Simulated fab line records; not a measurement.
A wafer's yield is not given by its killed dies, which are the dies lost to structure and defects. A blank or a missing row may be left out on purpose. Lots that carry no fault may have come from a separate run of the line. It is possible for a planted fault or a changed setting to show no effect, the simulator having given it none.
Which tool did it? + flow n5_finfet + 24 lots, 72 wafers sampled, at 6 steps of a route of 1938

== WHAT EACH GAUGE READ, for each wafer ==
The record lacks any reading of a measuring or inspecting step that a usual standard deviation could be used to judge.

== TOOL THAT RAN EACH LOT (tool first, then ch and the chambers of the sampled wafers, then the start) ==
| lot  | N5_BEOL_M4_ANNEAL_49         | N5_BEOL_M4_SPUTTER_79        | N5_BEOL_M4_ANNEAL_91         | N5_BEOL_M5_ILD_DEP_00           | N5_BEOL_M5_CURE_79            | N5_BEOL_M5_HM_DEP_02         |
|------|------------------------------|------------------------------|------------------------------|---------------------------------|-------------------------------|------------------------------|
| L074 | pvd_sputter-02, day 8 10:06  | pvd_sputter-02, day 8 10:14  | pvd_sputter-02, day 8 11:12  | pecvd-03 ch 0,1,2, day 8 13:50  | uv_cure-03 ch 1, day 8 13:54  | pvd_sputter-02, day 8 15:28  |
| L075 | pvd_sputter-02, day 8 15:43  | pvd_sputter-02, day 8 15:52  | pvd_sputter-02, day 8 16:49  | pecvd-03 ch 1,2, day 8 19:42    | uv_cure-02 ch 2, day 8 19:46  | pvd_sputter-02, day 8 20:31  |
| L076 | pvd_sputter-02, day 8 17:36  | pvd_sputter-02, day 8 17:44  | pvd_sputter-02, day 8 18:42  | pecvd-01 ch 1,2, day 8 21:20    | uv_cure-02 ch 0, day 8 21:24  | pvd_sputter-01, day 8 22:01  |
| L079 | pvd_sputter-01, day 9 13:37  | pvd_sputter-01, day 9 13:45  | pvd_sputter-01, day 9 14:43  | pecvd-01 ch 0,1, day 9 17:24    | uv_cure-02 ch 2, day 9 17:37  | pvd_sputter-01, day 9 18:23  |
| L077 | pvd_sputter-01, day 9 15:27  | pvd_sputter-01, day 9 15:35  | pvd_sputter-01, day 9 16:33  | pecvd-03 ch 0,1,2, day 9 19:12  | uv_cure-01 ch 2, day 9 19:20  | pvd_sputter-03, day 9 21:49  |
| L078 | pvd_sputter-03, day 9 17:55  | pvd_sputter-03, day 9 18:03  | pvd_sputter-03, day 9 19:01  | pecvd-02 ch 0,1, day 9 22:01    | uv_cure-03 ch 2, day 9 22:11  | pvd_sputter-03, day 9 23:25  |
| L080 | pvd_sputter-02, day 10 11:52 | pvd_sputter-02, day 10 12:00 | pvd_sputter-02, day 10 12:58 | pecvd-02 ch 0,1,2, day 10 15:50 | uv_cure-03 ch 1, day 10 15:53 | pvd_sputter-03, day 10 17:55 |
| L082 | pvd_sputter-02, day 10 19:27 | pvd_sputter-02, day 10 19:35 | pvd_sputter-02, day 10 20:33 | pecvd-02 ch 0,2, day 10 23:22   | uv_cure-01 ch 0, day 10 23:40 | pvd_sputter-03, day 11 01:49 |
| L081 | pvd_sputter-01, day 10 21:08 | pvd_sputter-01, day 10 21:17 | pvd_sputter-01, day 10 22:14 | pecvd-01 ch 0,1,2, day 11 01:02 | uv_cure-03 ch 1, day 11 01:08 | pvd_sputter-02, day 11 02:29 |
| L084 | pvd_sputter-02, day 11 04:52 | pvd_sputter-02, day 11 05:01 | pvd_sputter-02, day 11 05:58 | pecvd-01 ch 0,1,2, day 11 08:56 | uv_cure-01 ch 0, day 11 08:59 | pvd_sputter-01, day 11 10:44 |
| L086 | pvd_sputter-01, day 11 06:20 | pvd_sputter-01, day 11 06:28 | pvd_sputter-01, day 11 07:26 | pecvd-02 ch 1,2, day 11 10:08   | uv_cure-02 ch 2, day 11 10:11 | pvd_sputter-01, day 11 11:28 |
| L085 | pvd_sputter-03, day 11 23:30 | pvd_sputter-03, day 11 23:38 | pvd_sputter-03, day 12 00:36 | pecvd-02 ch 0,1,2, day 12 03:14 | uv_cure-03 ch 0, day 12 03:18 | pvd_sputter-02, day 12 06:07 |
| L083 | pvd_sputter-01, day 12 00:17 | pvd_sputter-01, day 12 00:26 | pvd_sputter-01, day 12 01:23 | pecvd-01 ch 0,1,2, day 12 04:02 | uv_cure-02 ch 1, day 12 04:14 | pvd_sputter-02, day 12 06:28 |
| L088 | pvd_sputter-03, day 12 05:07 | pvd_sputter-03, day 12 05:16 | pvd_sputter-03, day 12 06:13 | pecvd-01 ch 1,2, day 12 08:53   | uv_cure-03 ch 1, day 12 08:57 | pvd_sputter-02, day 12 10:28 |
| L087 | pvd_sputter-01, day 12 08:01 | pvd_sputter-01, day 12 08:10 | pvd_sputter-01, day 12 09:07 | pecvd-02 ch 0,1, day 12 11:50   | uv_cure-02 ch 1, day 12 12:41 | pvd_sputter-02, day 12 13:34 |
| L090 | pvd_sputter-01, day 12 09:52 | pvd_sputter-01, day 12 10:00 | pvd_sputter-01, day 12 10:58 | pecvd-02 ch 1,2, day 12 13:37   | uv_cure-02 ch 1, day 12 15:01 | pvd_sputter-02, day 12 16:46 |
| L089 | pvd_sputter-03, day 12 11:19 | pvd_sputter-03, day 12 11:28 | pvd_sputter-03, day 12 12:25 | pecvd-01 ch 0,2, day 12 15:04   | uv_cure-02 ch 2, day 12 15:59 | pvd_sputter-01, day 12 17:16 |
| L092 | pvd_sputter-03, day 13 11:20 | pvd_sputter-03, day 13 11:29 | pvd_sputter-03, day 13 12:26 | pecvd-02 ch 1,2, day 13 15:11   | uv_cure-01 ch 1, day 13 15:15 | pvd_sputter-03, day 13 16:32 |
| L091 | pvd_sputter-02, day 13 11:36 | pvd_sputter-02, day 13 11:44 | pvd_sputter-02, day 13 12:42 | pecvd-01 ch 0,1, day 13 15:26   | uv_cure-02 ch 0, day 13 15:45 | pvd_sputter-03, day 13 16:38 |
| L093 | pvd_sputter-03, day 13 14:24 | pvd_sputter-03, day 13 14:32 | pvd_sputter-03, day 13 15:30 | pecvd-03 ch 0,2, day 13 18:14   | uv_cure-02 ch 0, day 13 18:27 | pvd_sputter-03, day 13 19:52 |
| L094 | pvd_sputter-02, day 13 14:34 | pvd_sputter-02, day 13 14:43 | pvd_sputter-02, day 13 15:40 | pecvd-02 ch 1,2, day 13 18:26   | uv_cure-01 ch 0, day 13 18:30 | pvd_sputter-01, day 13 20:02 |
| L095 | pvd_sputter-02, day 13 22:40 | pvd_sputter-02, day 13 22:48 | pvd_sputter-02, day 13 23:46 | pecvd-02 ch 1,2, day 14 02:24   | uv_cure-03 ch 0, day 14 02:32 | pvd_sputter-03, day 14 05:37 |
| L096 | pvd_sputter-01, day 14 14:46 | pvd_sputter-01, day 14 14:55 | pvd_sputter-01, day 14 15:52 | pecvd-03 ch 0,1,2, day 14 20:54 | uv_cure-01 ch 2, day 14 20:58 | pvd_sputter-03, day 14 22:59 |
| L097 | pvd_sputter-01, day 14 18:32 | pvd_sputter-01, day 14 18:40 | pvd_sputter-01, day 14 19:38 | pecvd-02 ch 0,2, day 14 23:36   | uv_cure-03 ch 2, day 14 23:46 | pvd_sputter-03, day 15 02:23 |
- N5_BEOL_M4_ANNEAL_49: time 240 s.
- N5_BEOL_M4_SPUTTER_79: material Cu, target thk 4.5 nm, time 8.29 s.
- N5_BEOL_M4_ANNEAL_91: time 240 s.
- N5_BEOL_M5_ILD_DEP_00: deposits SiCOH lowk from DEMS/porogen, target thk 140.64 nm, time 25.9 s.
- N5_BEOL_M5_CURE_79: cures SiCOH lowk, time 240 s.
- N5_BEOL_M5_HM_DEP_02: deposits TiN, target thk 20 nm.

== WHAT THE TOOLS THEMSELVES READ (means of the sampled wafers that have a number; where no wafer has one, the mark that the record gives instead) ==
N5_BEOL_M4_ANNEAL_49. Usual: 815 W for heater_power_w, sd 77.
| lot  | tool           | heater_power_w (W) | flag |
|------|----------------|--------------------|------|
| L074 | pvd_sputter-02 | 891                |      |
| L075 | pvd_sputter-02 | 805                |      |
| L076 | pvd_sputter-02 | 759                |      |
| L079 | pvd_sputter-01 | 812                |      |
| L077 | pvd_sputter-01 | 798                |      |
| L078 | pvd_sputter-03 | 794                |      |
| L080 | pvd_sputter-02 | 825                |      |
| L082 | pvd_sputter-02 | 784                |      |
| L081 | pvd_sputter-01 | 816                |      |
| L084 | pvd_sputter-02 | 914                |      |
| L086 | pvd_sputter-01 | 766                |      |
| L085 | pvd_sputter-03 | 820                |      |
| L083 | pvd_sputter-01 | 770                |      |
| L088 | pvd_sputter-03 | 768                |      |
| L087 | pvd_sputter-01 | 826                |      |
| L090 | pvd_sputter-01 | 823                |      |
| L089 | pvd_sputter-03 | 764                |      |
| L092 | pvd_sputter-03 | 750                |      |
| L091 | pvd_sputter-02 | 870                |      |
| L093 | pvd_sputter-03 | 804                |      |
| L094 | pvd_sputter-02 | 855                |      |
| L095 | pvd_sputter-02 | 756                |      |
| L096 | pvd_sputter-01 | 797                |      |
| L097 | pvd_sputter-01 | 842                |      |

N5_BEOL_M4_SPUTTER_79. Usual: 30.0 % for throttle_valve_pct, sd 1.1.
| lot  | tool           | throttle_valve_pct (%) | flag |
|------|----------------|------------------------|------|
| L074 | pvd_sputter-02 | 30.6                   |      |
| L075 | pvd_sputter-02 | 29.9                   |      |
| L076 | pvd_sputter-02 | 29.8                   |      |
| L079 | pvd_sputter-01 | 28.9                   |      |
| L077 | pvd_sputter-01 | 30.0                   |      |
| L078 | pvd_sputter-03 | 30.4                   |      |
| L080 | pvd_sputter-02 | 30.6                   |      |
| L082 | pvd_sputter-02 | 30.8                   |      |
| L081 | pvd_sputter-01 | 30.1                   |      |
| L084 | pvd_sputter-02 | 30.7                   |      |
| L086 | pvd_sputter-01 | 30.7                   |      |
| L085 | pvd_sputter-03 | 30.5                   |      |
| L083 | pvd_sputter-01 | 29.5                   |      |
| L088 | pvd_sputter-03 | 30.6                   |      |
| L087 | pvd_sputter-01 | 30.2                   |      |
| L090 | pvd_sputter-01 | 29.3                   |      |
| L089 | pvd_sputter-03 | 30.7                   |      |
| L092 | pvd_sputter-03 | 30.4                   |      |
| L091 | pvd_sputter-02 | 29.9                   |      |
| L093 | pvd_sputter-03 | 30.5                   |      |
| L094 | pvd_sputter-02 | 30.7                   |      |
| L095 | pvd_sputter-02 | 30.0                   |      |
| L096 | pvd_sputter-01 | 30.0                   |      |
| L097 | pvd_sputter-01 | 29.5                   |      |

N5_BEOL_M4_ANNEAL_91. Usual: 815 W for heater_power_w, sd 79.
| lot  | tool           | heater_power_w (W) | flag |
|------|----------------|--------------------|------|
| L074 | pvd_sputter-02 | 899                |      |
| L075 | pvd_sputter-02 | 815                |      |
| L076 | pvd_sputter-02 | 761                |      |
| L079 | pvd_sputter-01 | 806                |      |
| L077 | pvd_sputter-01 | 814                |      |
| L078 | pvd_sputter-03 | 785                |      |
| L080 | pvd_sputter-02 | 839                |      |
| L082 | pvd_sputter-02 | 781                |      |
| L081 | pvd_sputter-01 | 805                |      |
| L084 | pvd_sputter-02 | 901                |      |
| L086 | pvd_sputter-01 | 767                |      |
| L085 | pvd_sputter-03 | 811                |      |
| L083 | pvd_sputter-01 | 773                |      |
| L088 | pvd_sputter-03 | 760                |      |
| L087 | pvd_sputter-01 | 823                |      |
| L090 | pvd_sputter-01 | 846                |      |
| L089 | pvd_sputter-03 | 771                |      |
| L092 | pvd_sputter-03 | 750                |      |
| L091 | pvd_sputter-02 | 872                |      |
| L093 | pvd_sputter-03 | 806                |      |
| L094 | pvd_sputter-02 | 836                |      |
| L095 | pvd_sputter-02 | 757                |      |
| L096 | pvd_sputter-01 | 801                |      |
| L097 | pvd_sputter-01 | 851                |      |

N5_BEOL_M5_ILD_DEP_00. Usual: heater_power_w 280 W, standard deviation 47; showerhead_plenum_p_Torr 5.739 Torr, standard deviation 0.014; throttle_valve_pct 14.1 %, standard deviation 1.1.
| lot  | tool     | heater_power_w (W) | showerhead_plenum_p_Torr (Torr) | throttle_valve_pct (%) | flag |
|------|----------|--------------------|---------------------------------|------------------------|------|
| L074 | pecvd-03 | 296                | 5.741                           | 14.1                   |      |
| L075 | pecvd-03 | 297                | 5.744                           | 13.8                   |      |
| L076 | pecvd-01 | 240                | 5.739                           | 14.7                   |      |
| L079 | pecvd-01 | 243                | 5.750                           | 13.7                   |      |
| L077 | pecvd-03 | 295                | 5.746                           | 14.1                   |      |
| L078 | pecvd-02 | 285                | 5.722                           | 14.3                   |      |
| L080 | pecvd-02 | 291                | 5.735                           | 14.0                   |      |
| L082 | pecvd-02 | 351                | 5.731                           | 13.2                   |      |
| L081 | pecvd-01 | 251                | 5.739                           | 14.3                   |      |
| L084 | pecvd-01 | 237                | 5.746                           | 14.3                   |      |
| L086 | pecvd-02 | 319                | 5.744                           | 14.7                   |      |
| L085 | pecvd-02 | 286                | 5.737                           | 14.1                   |      |
| L083 | pecvd-01 | 239                | 5.737                           | 14.4                   |      |
| L088 | pecvd-01 | 247                | 5.744                           | 14.9                   |      |
| L087 | pecvd-02 | 278                | 5.731                           | 15.0                   |      |
| L090 | pecvd-02 | 354                | 5.760                           | 13.6                   |      |
| L089 | pecvd-01 | 213                | 5.742                           | 14.3                   |      |
| L092 | pecvd-02 | 326                | 5.761                           | 13.7                   |      |
| L091 | pecvd-01 | 228                | 5.736                           | 13.7                   |      |
| L093 | pecvd-03 | 321                | 5.738                           | 13.4                   |      |
| L094 | pecvd-02 | 288                | 5.747                           | 14.5                   |      |
| L095 | pecvd-02 | 337                | 5.752                           | 14.6                   |      |
| L096 | pecvd-03 | 273                | 5.742                           | 14.0                   |      |
| L097 | pecvd-02 | 281                | 5.744                           | 13.4                   |      |

N5_BEOL_M5_CURE_79. Usual: lamp_power_pct 52.31 %, standard deviation 0.053; wafer_temp_C_max 386.7, standard deviation 0.64.
| lot  | tool       | lamp_power_pct (%) | wafer_temp_C_max | flag |
|------|------------|--------------------|------------------|------|
| L074 | uv_cure-03 | 52.34              | 386.3            |      |
| L075 | uv_cure-02 | 52.31              | 387.5            |      |
| L076 | uv_cure-02 | 52.31              | 386.3            |      |
| L079 | uv_cure-02 | 52.34              | 387.4            |      |
| L077 | uv_cure-01 | 52.31              | 386.3            |      |
| L078 | uv_cure-03 | 52.29              | 387.6            |      |
| L080 | uv_cure-03 | 52.25              | 386.5            |      |
| L082 | uv_cure-01 | 52.29              | 387.1            |      |
| L081 | uv_cure-03 | 52.33              | 386.4            |      |
| L084 | uv_cure-01 | 52.27              | 387.0            |      |
| L086 | uv_cure-02 | 52.27              | 386.7            |      |
| L085 | uv_cure-03 | 52.32              | 386.7            |      |
| L083 | uv_cure-02 | 52.30              | 385.8            |      |
| L088 | uv_cure-03 | 52.30              | 386.0            |      |
| L087 | uv_cure-02 | 52.33              | 386.0            |      |
| L090 | uv_cure-02 | 52.33              | 386.3            |      |
| L089 | uv_cure-02 | 52.32              | 386.7            |      |
| L092 | uv_cure-01 | 52.32              | 388.0            |      |
| L091 | uv_cure-02 | 52.29              | 386.3            |      |
| L093 | uv_cure-02 | 52.24              | 386.4            |      |
| L094 | uv_cure-01 | 52.32              | 386.6            |      |
| L095 | uv_cure-03 | 52.31              | 386.6            |      |
| L096 | uv_cure-01 | 52.30              | 386.3            |      |
| L097 | uv_cure-03 | 52.38              | 388.0            |      |

N5_BEOL_M5_HM_DEP_02. Usual: 30.2 % for throttle_valve_pct, sd 1.1.
| lot  | tool           | throttle_valve_pct (%) | flag |
|------|----------------|------------------------|------|
| L074 | pvd_sputter-02 | 29.9                   |      |
| L075 | pvd_sputter-02 | 31.5                   |      |
| L076 | pvd_sputter-01 | 29.4                   |      |
| L079 | pvd_sputter-01 | 28.1                   |      |
| L077 | pvd_sputter-03 | 30.4                   |      |
| L078 | pvd_sputter-03 | 30.5                   |      |
| L080 | pvd_sputter-03 | 30.6                   |      |
| L082 | pvd_sputter-03 | 30.6                   |      |
| L081 | pvd_sputter-02 | 30.1                   |      |
| L084 | pvd_sputter-01 | 29.5                   |      |
| L086 | pvd_sputter-01 | 28.2                   |      |
| L085 | pvd_sputter-02 | 30.9                   |      |
| L083 | pvd_sputter-02 | 30.8                   |      |
| L088 | pvd_sputter-02 | 30.7                   |      |
| L087 | pvd_sputter-02 | 30.0                   |      |
| L090 | pvd_sputter-02 | 30.0                   |      |
| L089 | pvd_sputter-01 | 28.2                   |      |
| L092 | pvd_sputter-03 | 30.5                   |      |
| L091 | pvd_sputter-03 | 30.0                   |      |
| L093 | pvd_sputter-03 | 30.4                   |      |
| L094 | pvd_sputter-01 | 29.2                   |      |
| L095 | pvd_sputter-03 | 30.7                   |      |
| L096 | pvd_sputter-03 | 30.5                   |      |
| L097 | pvd_sputter-03 | 30.5                   |      |

== THE ANSWER, worked out from the rows above alone ==
Rule: a lot is off if the mean of its wafers that have a number lies more than 3 standard deviations from the usual mean. Also off: a lot with no number at a reading for which 4 or more lots have one. Any other lot the step has rows for is counted as sound. Order of review: gauges by route order, followed by the tools' own readings, for which a lot's mean as printed above is used. At the first step where some lot is off, the reading lying furthest off is the one used; lots without a number count as furthest.
No lot is off on any of the readings shown, so nothing can be concluded from this.

== WHAT HAD BEEN PUT IN BY THE SIMULATOR ==
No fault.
